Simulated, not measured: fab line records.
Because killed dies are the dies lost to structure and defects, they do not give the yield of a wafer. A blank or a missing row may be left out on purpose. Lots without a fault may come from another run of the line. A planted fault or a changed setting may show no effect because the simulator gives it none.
Struck lot and sound lot, side by side :: flow nand-harc :: 15 out of 1159 route steps
Sound: these wafers, L897.1, L897.2, L897.5. Wafers struck: L907.3, L907.4, L907.6. Last of all comes the cause.
Each step with rows lists, per side, the tool, then ch with its chambers, then its first start. Under that, the readings that differ: sound wafers :: struck wafers :: difference of the means :: sigmas: that difference in standard deviations of wafers without a fault.
alike: readings whose means differ by less than 2 such deviations, and words and numbers that are the same on both sides. not compared: withheld readings, readings that some wafer has no value for, bounds like >300 that may hide the same value, and numbers for which the record gives no deviation and whose values overlap.
The two part at a step that has a row with sigmas, a row that says differs or no value, or rows on one side only. Numbers that don't overlap but have no deviation are shown without sigmas and don't part them. A reading that every wafer of one side lacks parts them only if that side has two wafers or more.

first, 2 steps without rows for these wafers: NHARC_P_GATE_PEB_09 (peb time 85 s); NHARC_P_GATE_DEVELOP_10 (time 70 s).
NHARC_P_GATE_CD_MEAS_11 targets a cd of 1640 nm.
  sound on cd-sem-01 ch 0, day 5 08:16; struck on cd-sem-03 ch 0, day 8 01:17
  alike: cd-nm
then, 1 step without rows for these wafers: NHARC_P_GATE_HARDBAKE_12 (time 80 s).
NHARC_P_GATE_DESCUM_13: chemistry O2, time 3 s.
  sound on rie-diel-09 ch 2,3, day 5 08:28; struck on rie-diel-11 ch 2,3, day 8 01:26
  alike: drypump-motor-current-A, o2-flow-sccm, oes-product-au, rf-vpp-V, showerhead-plenum-p-Torr, throttle-valve-pct
  not compared: rf-hours-counter-h
then, 6 steps without rows for these wafers: NHARC_P_GATE_ETCH_14 (etches SiO2 in dHF, target depth 48.8 nm); NHARC_P_GATE_STRIP_15 (strips in SPM, time 780 s); NHARC_P_GATE_PRECLEAN_71 (cleans in SC1); NHARC_P_GATE_SRD_72; NHARC_P_GATE_OXIDE_16 (material SiO2, target thk 3 nm, ox time 392 s); NHARC_P_GATE_CVD_17 (deposits poly-Si, target thk 150 nm, time 900 s).
NHARC_P_GATE_HM_DEP_102: deposits aC, target thk 120 nm.
  sound on acl-dep-02 ch 0, day 5 21:32; struck on acl-dep-02 ch 0, day 8 16:07
  alike: throttle-valve-pct
NHARC_P_GATE_DEP_103: deposits SiON, target thk 30 nm.
  sound on pecvd-02 ch 0,1, day 5 22:23; struck on pecvd-03 ch 1,2, day 8 16:56
  alike: heater-power-w
then, 1 step without rows for these wafers: NHARC_P_GATE_DEHYDRATE_18 (time 120 s).
-- jump in the record: it breaks off in module P_GATE and resumes in module END (first step shown: number 1159 of the route), and 14 days separate the struck wafers' starts before and after --
NHARC_END_SORT_01:
  sound on prober-01 ch 0, day 21 14:32; struck on prober-02 ch 0, day 23 01:03
reading: killed-open
sound: 4 1 2
struck: 10 5 3
difference: +4
sigmas: +2
  alike: killed-at-array, killed-at-other, killed-at-periphery, killed-dies, killed-short

WHERE THEY PART
Within this record, at NHARC_END_SORT_01 only.

WHY: the cause the simulator had injected
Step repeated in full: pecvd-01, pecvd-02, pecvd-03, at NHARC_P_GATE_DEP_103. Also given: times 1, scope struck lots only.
